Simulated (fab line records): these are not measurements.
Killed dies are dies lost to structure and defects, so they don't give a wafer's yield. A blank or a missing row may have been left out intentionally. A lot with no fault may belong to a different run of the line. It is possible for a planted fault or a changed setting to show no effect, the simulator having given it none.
fab line records	flow n5_finfet
record: lots: 24	wafers: 72	last_day: 18
route steps=1938 shown BEOL_M14@1717 BEOL_M15@1795
lots that met no fault: taken from a fault-free run of the same line
start_h: hours from the record's opening day to when the first of the lot's shown wafers began	wait_h: hours from the lot's prior step to this one	" same as the row above	L1.1+2: one row covering several wafers at once	- either no value or no given start	* or withheld: withheld	< > ~ a bound
route shown NAME@n: NAME is a module with steps in the file, n the number in the route of the first one	usual: mean and standard deviation over wafers with no fault	same: alike in all rows	chamber/n: place in a boat	sites: per-site readings	_std_site: standard deviation across them	_edge_site: mean of outer sites minus mean of inner sites	radius_mm: how far each site lies from the wafer's centre	mask NAME#n: copy n	behind: tool/chamber where the wafer was last shaped	hold: why the lot was held/for how many hours/how that ended	device: transistor that didn't switch, given as n, p or np	end of line: tests run on the same wafers once the route is complete	a step given without rows: its recipe and nothing more	killed: dies that structure and defects cost at the first sort, which is not the same as the wafer's yield	map: shows each die of a wafer: x if killed, . if not, _ if none is there
set.NAME: the setting as run; set.NAME@STEP: as run at that earlier step	model.NAME: the simulator's own value behind a step, which no gauge read
a sample of lots followed through the steps of the route, with each step as a table and each wafer as a row
services: the hour from which a tool's chamber was out of use, counted from the record's first day as start_h (under 0 if before that day), plus the number of hours and why
== steps ==
step: N5_BEOL_M14_THK_MEAS_01
recipe: reads: SiO2_of_BEOL_M14_ILD_DEP_00
usual: M14_ILD_THK: 1114/20
lot.wafer	tool	chamber	start_h	wait_h	M14_ILD_THK[nm]
L074.3	film_metro-02	-	257.43	0.1	1099
L074.4	"	-	"	"	1123
L074.6	"	-	"	"	1107
L075.1	film_metro-02	-	264.75	0.1	1143
L075.2	"	-	"	"	1138
L075.4	"	-	"	"	1151
L077.2	film_metro-01	-	271.73	0.1	1063
L077.5	"	-	"	"	1082
L077.6	"	-	"	"	1108
L076.2	film_metro-01	-	281.75	0.1	1100
L076.3	"	-	"	"	1115
L076.4	"	-	"	"	1131
L079.3	film_metro-01	-	287.24	0.1	1090
L079.4	"	-	"	"	1105
L079.6	"	-	"	"	1146
L080.1	film_metro-02	-	288.36	0.1	1093
L080.3	"	-	"	"	1096
L080.4	"	-	"	"	1118
L081.2	film_metro-01	-	288.90	0.1	1119
L081.3	"	-	"	"	1093
L081.5	"	-	"	"	1107
L082.3	film_metro-02	-	303.89	0.1	1099
L082.4	"	-	"	"	1110
L082.6	"	-	"	"	1123
L078.1	film_metro-02	-	312.16	0.1	1118
L078.4	"	-	"	"	1134
L078.5	"	-	"	"	1118
L083.4	film_metro-02	-	312.51	0.0	1154
L083.5	"	-	"	"	1136
L083.6	"	-	"	"	1110
L084.2	film_metro-01	-	323.51	0.1	1108
L084.4	"	-	"	"	1127
L084.6	"	-	"	"	1127
L085.1	film_metro-01	-	337.97	0.2	1112
L085.2	"	-	"	"	1091
L085.6	"	-	"	"	1112
L086.2	film_metro-01	-	338.39	0.1	1126
L086.5	"	-	"	"	1154
L086.6	"	-	"	"	1118
L088.1	film_metro-02	-	345.43	0.1	1111
L088.2	"	-	"	"	1100
L088.3	"	-	"	"	1080
L087.2	film_metro-02	-	352.76	0.1	1083
L087.3	"	-	"	"	1111
L087.6	"	-	"	"	1136
L090.1	film_metro-01	-	366.85	0.1	1101
L090.3	"	-	"	"	1087
L090.5	"	-	"	"	1107
L089.2	film_metro-02	-	372.50	0.1	1120
L089.4	"	-	"	"	1141
L089.6	"	-	"	"	1108
L091.1	film_metro-02	-	373.85	0.1	1103
L091.2	"	-	"	"	1121
L091.4	"	-	"	"	1133
L092.1	film_metro-02	-	386.22	0.1	1119
L092.3	"	-	"	"	1091
L092.4	"	-	"	"	1099
L095.1	film_metro-01	-	390.92	0.1	1129
L095.2	"	-	"	"	1102
L095.4	"	-	"	"	1123
L094.2	film_metro-02	-	391.28	0.1	1077
L094.3	"	-	"	"	1090
L094.5	"	-	"	"	1094
L093.1	film_metro-02	-	395.06	0.1	1131
L093.5	"	-	"	"	1111
L093.6	"	-	"	"	1143
L096.4	film_metro-02	-	401.59	0.0	1112
L096.5	"	-	"	"	1146
L096.6	"	-	"	"	1161
L097.2	film_metro-02	-	401.97	0.1	1121
L097.4	"	-	"	"	1131
L097.5	"	-	"	"	1093
step: N5_BEOL_M14_INSPECT_12
recipe: mode: adi	inspect_instrument: macro
usual: raw_defect_count: 1.9/1.5
lot.wafer	tool	chamber	start_h	wait_h	raw_defect_count
L074.3	defect_inspect-02	-	257.79	0.0	0
L074.4	"	-	"	"	0
L074.6	"	-	"	"	1
L075.1	defect_inspect-01	-	265.11	0.0	0
L075.2	"	-	"	"	0
L075.4	"	-	"	"	0
L077.2	defect_inspect-02	-	272.22	0.0	1
L077.5	"	-	"	"	1
L077.6	"	-	"	"	2
L076.2	defect_inspect-01	-	282.24	0.0	6
L076.3	"	-	"	"	4
L076.4	"	-	"	"	2
L079.3	defect_inspect-01	-	287.60	0.0	4
L079.4	"	-	"	"	4
L079.6	"	-	"	"	1
L080.1	defect_inspect-02	-	288.73	0.0	1
L080.3	"	-	"	"	2
L080.4	"	-	"	"	2
L081.2	defect_inspect-01	-	289.39	0.0	1
L081.3	"	-	"	"	1
L081.5	"	-	"	"	1
L082.3	defect_inspect-02	-	304.25	0.0	1
L082.4	"	-	"	"	0
L082.6	"	-	"	"	1
L078.1	defect_inspect-02	-	312.52	0.0	1
L078.4	"	-	"	"	1
L078.5	"	-	"	"	2
L083.4	defect_inspect-01	-	313.00	0.0	2
L083.5	"	-	"	"	2
L083.6	"	-	"	"	2
L084.2	defect_inspect-02	-	323.87	0.0	2
L084.4	"	-	"	"	1
L084.6	"	-	"	"	4
L085.1	defect_inspect-02	-	338.46	0.0	6
L085.2	"	-	"	"	2
L085.6	"	-	"	"	3
L086.2	defect_inspect-01	-	338.75	0.0	0
L086.5	"	-	"	"	3
L086.6	"	-	"	"	2
L088.1	defect_inspect-02	-	345.79	0.0	0
L088.2	"	-	"	"	3
L088.3	"	-	"	"	2
L087.2	defect_inspect-01	-	353.12	0.0	2
L087.3	"	-	"	"	2
L087.6	"	-	"	"	4
L090.1	defect_inspect-02	-	367.21	0.0	0
L090.3	"	-	"	"	3
L090.5	"	-	"	"	1
L089.2	defect_inspect-01	-	372.86	0.0	5
L089.4	"	-	"	"	4
L089.6	"	-	"	"	1
L091.1	defect_inspect-01	-	374.34	0.0	0
L091.2	"	-	"	"	1
L091.4	"	-	"	"	7
L092.1	defect_inspect-02	-	386.58	0.0	1
L092.3	"	-	"	"	0
L092.4	"	-	"	"	3
L095.1	defect_inspect-02	-	391.28	0.0	2
L095.2	"	-	"	"	1
L095.4	"	-	"	"	3
L094.2	defect_inspect-02	-	391.76	0.0	4
L094.3	"	-	"	"	3
L094.5	"	-	"	"	0
L093.1	defect_inspect-01	-	395.42	0.0	0
L093.5	"	-	"	"	3
L093.6	"	-	"	"	0
L096.4	defect_inspect-02	-	401.95	0.0	0
L096.5	"	-	"	"	3
L096.6	"	-	"	"	3
L097.2	defect_inspect-02	-	402.33	0.0	4
L097.4	"	-	"	"	3
L097.5	"	-	"	"	0
step: N5_BEOL_M14_STRIP_63
recipe: chemistry: O2	power_w: 600	temp_c: 60	pressure_mtorr: 30	rf_frequency_hz: 6e+07	bias_power_w: 0	overash_fraction: 0.3	o2_flow_sccm: 225
usual: drypump_motor_current_A: 5.7/0.42	oes_product_au: 0.85/0.071	rf_vpp_V: 3.7/0.77	showerhead_plenum_p_Torr: 2.13/0.055	throttle_valve_pct: 16.57/0.18
same: overash_fraction: 0.3
lot.wafer	tool	chamber	start_h	wait_h	drypump_motor_current_A	oes_product_au	rf_hours_counter_h	rf_vpp_V	showerhead_plenum_p_Torr	throttle_valve_pct
L074.3	rie_diel-05	2	-	-	5.7	0.75	150	4.4	2.19	16.69
L074.4	"	0	"	"	5.4	0.86	-	3.7	2.06	16.59
L074.6	"	1	"	"	6.1	0.85	-	3.8	2.14	16.39
L075.1	rie_diel-05	0	-	-	5.3	0.86	41	3.2	2.06	16.61
L075.2	"	1	"	"	6.1	0.84	63	3.8	2.14	16.43
L075.4	"	1	"	"	6.1	0.86	-	4.1	2.14	16.42
L077.2	rie_diel-04	0	-	-	5.3	0.88	26	4.2	2.15	16.63
L077.5	"	0	"	"	5.3	0.88	-	3.0	2.15	16.61
L077.6	"	2	"	"	5.8	0.79	-	3.4	2.20	16.89
L076.2	rie_diel-04	1	-	-	5.4	0.95	12	3.8	2.15	16.44
L076.3	"	3	"	"	5.3	0.97	2	3.6	2.06	16.57
L076.4	"	2	"	"	5.9	0.77	148	4.1	2.20	16.85
L079.3	rie_diel-05	1	-	-	6.1	0.84	74	3.8	2.14	16.44
L079.4	"	1	"	"	6.1	0.84	-	3.2	2.13	16.45
L079.6	"	0	"	"	5.3	0.85	-	2.8	2.05	16.63
L080.1	rie_diel-04	0	-	-	5.3	0.86	32	3.5	2.15	16.68
L080.3	"	3	"	"	5.3	0.98	4	5.6	2.06	16.56
L080.4	"	1	"	"	5.4	0.95	15	3.8	2.15	16.42
L081.2	rie_diel-04	0	-	-	5.3	0.86	33	3.5	2.15	16.64
L081.3	"	1	"	"	5.4	0.95	16	4.0	2.15	16.42
L081.5	"	3	"	"	5.4	0.96	-	4.3	2.06	16.58
L082.3	rie_diel-04	3	-	-	5.3	0.95	9	3.8	2.05	16.58
L082.4	"	0	"	"	5.3	0.87	38	3.8	2.15	16.65
L082.6	"	2	"	"	5.8	0.78	-	4.2	2.20	16.90
L078.1	rie_diel-06	1	-	-	6.5	0.88	45	3.7	2.13	16.29
L078.4	"	2	"	"	6.4	0.82	-	4.1	2.15	16.56
L078.5	"	3	"	"	5.7	0.82	-	3.7	2.11	16.33
L083.4	rie_diel-06	2	-	-	6.4	0.84	-	2.6	2.15	16.57
L083.5	"	1	"	"	6.5	0.88	-	3.6	2.13	16.33
L083.6	"	3	"	"	5.7	0.83	-	3.5	2.11	16.33
L084.2	rie_diel-06	1	-	-	6.5	0.87	48	2.8	2.13	16.33
L084.4	"	0	"	"	5.4	1.00	2	5.0	2.24	16.44
L084.6	"	1	"	"	6.5	0.88	-	2.4	2.13	16.32
L085.1	rie_diel-06	1	-	-	6.5	0.87	53	2.4	2.13	16.32
L085.2	"	3	"	"	5.7	0.82	75	2.5	2.10	16.35
L085.6	"	0	"	"	5.3	1.01	-	2.5	2.24	16.45
L086.2	rie_diel-04	2	-	-	5.9	0.76	168	3.6	2.19	16.91
L086.5	"	2	"	"	5.8	0.76	-	3.5	2.19	16.91
L086.6	"	3	"	"	5.3	0.91	-	3.5	2.05	16.59
L088.1	rie_diel-04	1	-	-	5.4	0.91	37	4.1	2.14	16.49
L088.2	"	2	"	"	5.8	0.77	172	4.0	2.19	16.91
L088.3	"	3	"	"	5.4	0.91	26	3.7	2.05	16.61
L087.2	rie_diel-05	3	-	-	6.1	0.96	14	3.3	2.04	16.42
L087.3	"	0	"	"	5.3	0.82	78	4.6	2.04	16.70
L087.6	"	0	"	"	5.3	0.81	-	4.3	2.04	16.66
L090.1	rie_diel-06	2	-	-	6.4	0.84	75	3.9	2.14	16.59
L090.3	"	3	"	"	5.7	0.81	83	3.6	2.10	16.34
L090.5	"	1	"	"	6.5	0.87	-	3.9	2.13	16.32
L089.2	rie_diel-04	1	-	-	5.4	0.89	48	3.2	2.14	16.50
L089.4	"	2	"	"	5.8	0.74	183	4.4	2.18	16.92
L089.6	"	0	"	"	5.3	0.84	-	4.6	2.14	16.73
L091.1	rie_diel-06	0	-	-	5.3	0.95	17	3.6	2.23	16.45
L091.2	"	3	"	"	5.7	0.81	85	4.2	2.10	16.36
L091.4	"	2	"	"	6.4	0.84	77	4.2	2.14	16.59
L092.1	rie_diel-05	0	-	-	5.4	0.80	89	3.2	2.04	16.70
L092.3	"	2	"	"	5.7	0.71	200	4.2	2.17	16.82
L092.4	"	3	"	"	6.1	0.93	25	4.6	2.04	16.44
L095.1	rie_diel-04	0	-	-	5.3	0.82	64	2.8	2.14	16.73
L095.2	"	1	"	"	5.4	0.87	55	4.6	2.13	16.50
L095.4	"	2	"	"	5.8	0.72	191	4.2	2.18	16.95
L094.2	rie_diel-04	1	-	-	5.4	0.87	55	2.3	2.13	16.50
L094.3	"	3	"	"	5.4	0.88	43	3.5	2.04	16.62
L094.5	"	1	"	"	5.4	0.87	-	4.2	2.13	16.51
L093.1	rie_diel-04	3	-	-	5.3	0.86	45	3.7	2.04	16.65
L093.5	"	2	"	"	5.9	0.73	-	4.5	2.18	16.93
L093.6	"	1	"	"	5.4	0.87	-	4.8	2.13	16.54
L096.4	rie_diel-06	1	-	-	6.4	0.85	-	2.7	2.12	16.36
L096.5	"	0	"	"	5.4	0.94	-	3.1	2.23	16.49
L096.6	"	3	"	"	5.7	0.81	-	5.7	2.10	16.37
L097.2	rie_diel-05	1	-	-	6.1	0.79	117	2.9	2.12	16.45
L097.4	"	0	"	"	5.3	0.79	95	3.1	2.04	16.73
L097.5	"	0	"	"	5.4	0.79	-	4.0	2.04	16.67
step: N5_BEOL_M14_CD_MEAS_28
recipe: target_cd_nm: 284.4	landing_energy_ev: 500	detector: se_inlens
usual: cd_nm: 283.4/2
lot.wafer	tool	chamber	start_h	wait_h	cd_nm
L074.3	cd_sem-03	0	258.71	-	282.0
L074.4	"	0	"	"	279.2
L074.6	"	0	"	"	287.1
L075.1	cd_sem-03	0	265.91	-	280.4
L075.2	"	0	"	"	282.4
L075.4	"	0	"	"	285.0
L077.2	cd_sem-01	0	273.14	-	288.2
L077.5	"	0	"	"	285.1
L077.6	"	0	"	"	283.2
L076.2	cd_sem-03	0	283.03	-	282.7
L076.3	"	0	"	"	282.7
L076.4	"	0	"	"	282.0
L079.3	cd_sem-02	0	288.52	-	283.6
L079.4	"	0	"	"	283.3
L079.6	"	0	"	"	283.9
L080.1	cd_sem-02	0	289.75	-	285.4
L080.3	"	0	"	"	284.7
L080.4	"	0	"	"	284.3
L081.2	cd_sem-02	0	290.43	-	283.5
L081.3	"	0	"	"	284.1
L081.5	"	0	"	"	283.6
L082.3	cd_sem-01	0	305.04	-	280.3
L082.4	"	0	"	"	282.6
L082.6	"	0	"	"	284.5
L078.1	cd_sem-01	0	313.66	-	284.5
L078.4	"	0	"	"	282.8
L078.5	"	0	"	"	283.1
L083.4	cd_sem-03	0	313.89	-	284.2
L083.5	"	0	"	"	286.2
L083.6	"	0	"	"	285.1
L084.2	cd_sem-01	0	324.80	-	282.3
L084.4	"	0	"	"	282.8
L084.6	"	0	"	"	282.5
L085.1	cd_sem-02	0	339.38	-	282.3
L085.2	"	0	"	"	285.3
L085.6	"	0	"	"	283.6
L086.2	cd_sem-01	0	339.62	-	280.7
L086.5	"	0	"	"	279.8
L086.6	"	0	"	"	281.6
L088.1	cd_sem-01	0	346.59	-	283.0
L088.2	"	0	"	"	285.9
L088.3	"	0	"	"	283.5
L087.2	cd_sem-02	0	353.91	-	281.2
L087.3	"	0	"	"	283.8
L087.6	"	0	"	"	284.5
L090.1	cd_sem-02	0	368.00	-	283.7
L090.3	"	0	"	"	285.6
L090.5	"	0	"	"	284.6
L089.2	cd_sem-03	0	373.66	-	285.4
L089.4	"	0	"	"	284.0
L089.6	"	0	"	"	284.1
L091.1	cd_sem-01	0	375.14	-	287.2
L091.2	"	0	"	"	285.9
L091.4	"	0	"	"	283.3
L092.1	cd_sem-03	0	387.38	-	284.9
L092.3	"	0	"	"	283.9
L092.4	"	0	"	"	283.0
L095.1	cd_sem-02	0	392.08	-	283.3
L095.2	"	0	"	"	284.1
L095.4	"	0	"	"	285.4
L094.2	cd_sem-02	0	392.56	-	284.2
L094.3	"	0	"	"	281.5
L094.5	"	0	"	"	283.9
L093.1	cd_sem-03	0	396.34	-	278.4
L093.5	"	0	"	"	285.8
L093.6	"	0	"	"	284.5
L096.4	cd_sem-01	0	402.75	-	283.5
L096.5	"	0	"	"	281.0
L096.6	"	0	"	"	281.7
L097.2	cd_sem-01	0	403.25	-	279.4
L097.4	"	0	"	"	279.9
L097.5	"	0	"	"	285.3
step: N5_BEOL_M14_DESCUM_33
recipe: chemistry: O2	time_s: 7.9	source_power_w: 50	bias_power_w: 20	pressure_mtorr: 20	rf_frequency_hz: 2.712e+07	temp_c: 40	o2_flow_sccm: 225
usual: drypump_motor_current_A: 5.8/0.43	oes_product_au: 0.84/0.076	rf_vpp_V: 243.4/1.2	showerhead_plenum_p_Torr: 2.12/0.061	throttle_valve_pct: 20.32/0.19
lot.wafer	tool	chamber	start_h	wait_h	drypump_motor_current_A	oes_product_au	rf_hours_counter_h	rf_vpp_V	showerhead_plenum_p_Torr	throttle_valve_pct
L074.3	rie_diel-06	1	258.97	0.2	6.4	0.92	26	244.3	2.14	20.05
L074.4	"	2	"	"	6.4	0.87	40	243.5	2.15	20.38
L074.6	"	0	"	"	5.3	0.67	-	242.1	1.98	20.51
L075.1	rie_diel-06	2	266.00	0.0	6.4	0.87	43	241.9	2.15	20.39
L075.2	"	1	"	"	6.5	0.91	29	244.2	2.13	20.05
L075.4	"	0	"	"	5.4	0.66	239	242.1	1.98	20.52
L077.2	rie_diel-06	0	273.22	0.0	5.4	0.66	241	240.6	1.98	20.52
L077.5	"	0	"	"	5.3	0.66	-	240.2	1.98	20.52
L077.6	"	3	"	"	5.7	0.84	-	241.7	2.11	20.05
L076.2	rie_diel-05	0	283.15	0.1	5.4	0.86	50	242.4	2.05	20.48
L076.3	"	1	"	"	6.1	0.85	71	244.3	2.13	20.24
L076.4	"	2	"	"	5.7	0.74	-	244.7	2.18	20.47
L079.3	rie_diel-06	2	288.69	0.1	6.4	0.86	50	242.6	2.14	20.39
L079.4	"	3	"	"	5.7	0.85	59	243.1	2.11	20.06
L079.6	"	0	"	"	5.3	0.66	-	242.1	1.97	20.55
L080.1	rie_diel-04	2	290.02	0.2	5.8	0.78	151	244.6	2.19	20.63
L080.3	"	0	"	"	5.3	0.86	33	243.5	2.14	20.41
L080.4	"	3	"	"	5.4	0.97	5	243.2	2.05	20.41
L081.2	rie_diel-05	0	290.59	0.1	5.3	0.84	54	242.3	2.05	20.47
L081.3	"	2	"	"	5.7	0.73	166	244.9	2.18	20.47
L081.5	"	1	"	"	6.1	0.84	-	243.2	2.13	20.23
L082.3	rie_diel-06	2	305.32	0.2	6.4	0.85	56	244.3	2.14	20.40
L082.4	"	3	"	"	5.7	0.83	-	242.8	2.10	20.08
L082.6	"	2	"	"	6.4	0.86	-	244.1	2.14	20.41
L078.1	rie_diel-06	3	313.75	0.0	5.7	0.83	68	244.7	2.10	20.09
L078.4	"	1	"	"	6.5	0.88	-	243.8	2.13	20.07
L078.5	"	3	"	"	5.7	0.83	-	244.7	2.10	20.08
L083.4	rie_diel-04	0	313.98	0.0	5.3	0.85	42	244.2	2.14	20.41
L083.5	"	1	"	"	5.4	0.93	-	244.0	2.14	20.30
L083.6	"	2	"	"	5.8	0.76	-	245.2	2.19	20.63
L084.2	rie_diel-06	3	324.89	0.0	5.7	0.83	71	243.1	2.10	20.09
L084.4	"	0	"	"	5.3	1.01	2	246.7	2.24	20.22
L084.6	"	0	"	"	5.3	1.00	-	247.1	2.24	20.23
L085.1	rie_diel-04	2	339.47	0.0	5.8	0.76	168	245.5	2.19	20.66
L085.2	"	1	"	"	5.4	0.91	33	244.5	2.14	20.29
L085.6	"	2	"	"	5.8	0.76	-	245.0	2.19	20.64
L086.2	rie_diel-05	3	339.71	0.0	6.1	0.98	9	242.6	2.04	20.11
L086.5	"	0	"	"	5.4	0.82	-	242.1	2.04	20.50
L086.6	"	1	"	"	6.1	0.81	-	243.5	2.12	20.27
L088.1	rie_diel-06	3	346.71	0.1	5.7	0.81	78	243.8	2.10	20.10
L088.2	"	2	"	"	6.4	0.84	69	242.6	2.14	20.43
L088.3	"	0	"	"	5.3	0.98	10	244.4	2.23	20.24
L087.2	rie_diel-04	3	354.04	0.0	5.4	0.90	29	242.7	2.04	20.44
L087.3	"	0	"	"	5.3	0.84	51	242.3	2.14	20.46
L087.6	"	0	"	"	5.3	0.83	-	244.0	2.14	20.46
L090.1	rie_diel-05	0	368.46	0.4	5.4	0.80	83	242.9	2.04	20.52
L090.3	"	1	"	"	6.1	0.80	105	243.3	2.12	20.27
L090.5	"	0	"	"	5.4	0.80	-	241.2	2.04	20.54
L089.2	rie_diel-05	2	373.74	0.0	5.7	0.72	196	242.8	2.17	20.54
L089.4	"	0	"	"	5.4	0.81	85	241.7	2.04	20.53
L089.6	"	0	"	"	5.3	0.80	-	241.2	2.04	20.52
L091.1	rie_diel-06	3	375.82	0.6	5.7	0.80	86	242.7	2.10	20.09
L091.2	"	2	"	"	6.4	0.83	77	241.9	2.14	20.43
L091.4	"	0	"	"	5.3	0.95	18	243.7	2.23	20.26
L092.1	rie_diel-05	2	387.47	0.0	5.7	0.70	200	243.2	2.16	20.52
L092.3	"	0	"	"	5.4	0.79	89	241.2	2.03	20.53
L092.4	"	1	"	"	6.1	0.79	112	242.6	2.12	20.30
L095.1	rie_diel-04	3	392.63	0.5	5.3	0.88	44	243.1	2.04	20.46
L095.2	"	1	"	"	5.4	0.87	56	244.0	2.13	20.32
L095.4	"	0	"	"	5.3	0.81	65	244.6	2.13	20.47
L094.2	rie_diel-06	3	392.67	0.1	5.7	0.80	92	243.5	2.09	20.11
L094.3	"	0	"	"	5.3	0.93	24	244.2	2.23	20.27
L094.5	"	1	"	"	6.5	0.84	-	243.4	2.12	20.11
L093.1	rie_diel-04	2	396.79	0.4	5.9	0.74	193	245.7	2.18	20.67
L093.5	"	1	"	"	5.4	0.87	-	243.3	2.13	20.31
L093.6	"	2	"	"	5.8	0.74	-	243.4	2.18	20.68
L096.4	rie_diel-05	0	403.23	0.4	5.4	0.79	95	242.6	2.03	20.53
L096.5	"	3	"	"	6.1	0.93	-	242.5	2.03	20.15
L096.6	"	0	"	"	5.4	0.79	-	242.7	2.03	20.53
L097.2	rie_diel-06	2	403.58	0.3	6.4	0.82	82	242.7	2.13	20.45
L097.4	"	3	"	"	5.7	0.79	98	242.5	2.09	20.14
L097.5	"	1	"	"	6.5	0.84	-	243.8	2.12	20.13
step: N5_BEOL_M15_ETCH_57
recipe: chemistry: N2/H2	target: SOC	source_w: 3000	bias_w: 350	time_s: 750	ion_energy_ev: 200	pressure_mtorr: 30	n2_flow_sccm: 200	h2_flow_sccm: 200
usual: bias_w: 349.9/1.1	drypump_motor_current_A: 6.0/0.42	oes_product_au: 0.80/0.092	rf_vpp_V: 523.7/2.6	showerhead_plenum_p_Torr: 2.53/0.086	throttle_valve_pct: 17.71/0.23
lot.wafer	tool	chamber	start_h	wait_h	bias_w	drypump_motor_current_A	oes_product_au	rf_hours_counter_h	rf_vpp_V	showerhead_plenum_p_Torr	throttle_valve_pct
L074.3	rie_diel-02	2	262.69	-	348.3	5.7	0.98	10	527.4	2.71	17.81
L074.4	"	0	"	"	351.2	6.7	0.85	-	524.9	2.57	17.27
L074.6	"	1	"	"	348.8	5.7	0.72	-	520.4	2.40	18.05
L075.1	rie_diel-03	2	272.04	-	350.7	6.5	0.70	246	522.0	2.50	17.88
L075.2	"	3	"	"	352.6	6.5	0.69	227	526.1	2.61	17.86
L075.4	"	1	"	"	351.8	5.8	0.90	34	522.6	2.49	17.47
L077.2	rie_diel-03	1	278.95	-	351.3	5.8	0.90	37	522.7	2.48	17.48
L077.5	"	2	"	"	349.3	6.6	0.70	-	521.7	2.50	17.89
L077.6	"	0	"	"	349.6	5.3	0.77	-	523.2	2.53	17.60
L076.2	rie_diel-03	0	289.04	-	349.6	5.2	0.76	144	523.1	2.53	17.63
L076.3	"	1	"	"	348.5	5.9	0.91	41	522.0	2.48	17.49
L076.4	"	1	"	"	350.3	5.8	0.90	-	521.4	2.48	17.48
L079.3	rie_diel-03	3	292.74	-	351.3	6.4	0.69	233	525.5	2.60	17.86
L079.4	"	1	"	"	349.3	5.9	0.90	-	522.5	2.48	17.48
L079.6	"	0	"	"	351.1	5.3	0.76	-	523.8	2.53	17.63
L080.1	rie_diel-02	1	298.08	-	348.9	5.7	0.71	194	520.3	2.40	18.04
L080.3	"	3	"	"	348.7	5.8	0.72	210	520.6	2.42	17.71
L080.4	"	2	"	"	349.3	5.7	0.96	22	528.6	2.71	17.84
L081.2	rie_diel-03	3	299.18	-	347.2	6.4	0.68	235	526.9	2.60	17.90
L081.3	"	0	"	"	351.7	5.3	0.75	148	525.0	2.53	17.63
L081.5	"	3	"	"	347.8	6.4	0.69	-	524.5	2.60	17.89
L082.3	rie_diel-02	3	313.04	-	349.1	5.9	0.71	216	518.9	2.42	17.73
L082.4	"	1	"	"	350.2	5.7	0.70	200	520.2	2.40	18.08
L082.6	"	0	"	"	349.0	6.6	0.82	-	524.8	2.57	17.30
L078.1	rie_diel-02	1	318.82	-	349.7	5.7	0.69	202	520.8	2.40	18.08
L078.4	"	3	"	"	349.4	5.8	0.70	218	521.4	2.41	17.73
L078.5	"	1	"	"	349.0	5.8	0.70	-	520.6	2.40	18.08
L083.4	rie_diel-01	2	325.23	-	351.7	6.0	0.69	203	525.4	2.61	18.01
L083.5	"	0	"	"	349.0	6.2	0.87	-	527.3	2.55	17.31
L083.6	"	1	"	"	352.1	6.1	0.85	-	522.9	2.47	17.78
L084.2	rie_diel-01	0	330.26	-	351.0	6.2	0.87	45	525.8	2.55	17.32
L084.4	"	3	"	"	350.0	5.9	0.69	236	522.6	2.51	18.01
L084.6	"	0	"	"	350.8	6.2	0.88	-	526.0	2.55	17.33
L085.1	rie_diel-01	0	343.66	-	349.1	6.2	0.85	49	525.8	2.55	17.33
L085.2	"	2	"	"	350.0	6.1	0.68	208	526.9	2.61	18.01
L085.6	"	2	"	"	350.6	6.0	0.68	-	525.2	2.61	18.01
L086.2	rie_diel-03	2	343.93	-	349.8	6.5	0.92	8	523.5	2.49	17.57
L086.5	"	1	"	"	347.9	5.9	0.87	-	521.0	2.47	17.52
L086.6	"	2	"	"	350.3	6.6	0.92	-	521.1	2.49	17.56
L088.1	rie_diel-03	2	350.75	-	350.2	6.6	0.91	11	523.2	2.49	17.58
L088.2	"	0	"	"	349.9	5.2	0.75	166	525.3	2.52	17.65
L088.3	"	1	"	"	351.3	5.9	0.87	64	521.6	2.47	17.53
L087.2	rie_diel-01	3	359.07	-	349.4	5.9	0.68	244	523.2	2.50	18.02
L087.3	"	2	"	"	350.1	6.0	0.69	212	525.6	2.61	18.01
L087.6	"	1	"	"	348.0	6.1	0.84	-	521.3	2.47	17.80
L090.1	rie_diel-02	3	374.77	-	350.2	5.8	0.71	234	519.6	2.41	17.78
L090.3	"	2	"	"	349.0	5.7	0.91	48	528.2	2.70	17.88
L090.5	"	2	"	"	349.9	5.7	0.90	-	528.0	2.70	17.89
L089.2	rie_diel-02	1	378.53	-	350.4	5.7	0.68	217	518.8	2.39	18.09
L089.4	"	0	"	"	351.4	6.7	0.80	111	524.7	2.56	17.34
L089.6	"	1	"	"	347.8	5.7	0.68	-	519.5	2.39	18.10
L091.1	rie_diel-03	0	381.95	-	349.0	5.2	0.74	176	523.4	2.52	17.69
L091.2	"	1	"	"	349.0	5.8	0.85	75	522.6	2.47	17.54
L091.4	"	3	"	"	351.0	6.4	0.95	6	525.2	2.59	17.52
L092.1	rie_diel-03	0	393.14	-	350.0	5.3	0.73	180	524.0	2.52	17.70
L092.3	"	1	"	"	349.9	5.8	0.85	78	521.6	2.47	17.54
L092.4	"	3	"	"	350.5	6.5	0.93	10	525.5	2.59	17.51
L095.1	rie_diel-02	0	400.14	-	350.0	6.7	0.80	116	525.1	2.56	17.37
L095.2	"	2	"	"	350.2	5.7	0.90	55	527.0	2.69	17.89
L095.4	"	3	"	"	350.3	5.8	0.71	241	518.6	2.41	17.77
L094.2	rie_diel-03	3	400.30	-	350.4	6.4	0.91	13	525.2	2.59	17.53
L094.3	"	2	"	"	349.1	6.6	0.88	29	522.9	2.48	17.61
L094.5	"	0	"	"	350.2	5.2	0.73	-	524.9	2.52	17.68
L093.1	rie_diel-01	0	402.50	-	351.0	6.2	0.84	70	524.5	2.54	17.37
L093.5	"	2	"	"	348.6	6.0	0.67	-	527.4	2.60	18.04
L093.6	"	1	"	"	350.2	6.1	0.82	-	520.6	2.46	17.83
L096.4	rie_diel-03	2	410.93	-	349.6	6.5	0.86	-	523.2	2.48	17.60
L096.5	"	1	"	"	350.0	5.8	0.85	-	521.0	2.46	17.58
L096.6	"	3	"	"	351.5	6.4	0.90	-	526.2	2.59	17.54
L097.2	rie_diel-02	3	415.82	-	349.1	5.8	0.69	246	520.4	2.40	17.78
L097.4	"	2	"	"	349.1	5.7	0.89	59	529.2	2.69	17.88
L097.5	"	3	"	"	350.1	5.8	0.69	-	519.9	2.40	17.77
== services ==
tool	chamber	start_h	hours	kind
rie_diel-05	3	242.46	40.9	repair
rie_diel-04	3	250.90	-	clean
rie_diel-04	3	250.90	-	consumable_replace:focus_ring
rie_diel-04	3	250.90	25.0	scheduled_down
rie_diel-04	3	250.90	25.0	vent_cycle
rie_diel-04	1	252.29	3.0	repair
rie_diel-01	3	254.41	9.7	repair
rie_diel-02	3	255.88	9.2	repair
rie_diel-03	3	274.13	5.8	repair
rie_diel-01	3	275.10	4.1	repair
rie_diel-06	2	275.94	2.5	repair
rie_diel-05	3	283.73	-	clean
rie_diel-05	3	283.73	-	consumable_replace:focus_ring
rie_diel-05	3	283.73	26.2	scheduled_down
rie_diel-05	3	283.73	26.2	vent_cycle
rie_diel-06	0	300.33	-	clean
rie_diel-06	0	300.33	-	consumable_replace:focus_ring
rie_diel-06	0	300.33	-	consumable_replace:showerhead
rie_diel-03	0	311.45	3.0	repair
rie_diel-02	1	338.28	8.1	repair
rie_diel-02	-	367.53	0.8	repair
rie_diel-03	1	400.97	6.0	repair
rie_diel-03	0	405.67	8.9	repair
rie_diel-05	0	414.10	5.3	repair
== key ==
fault none
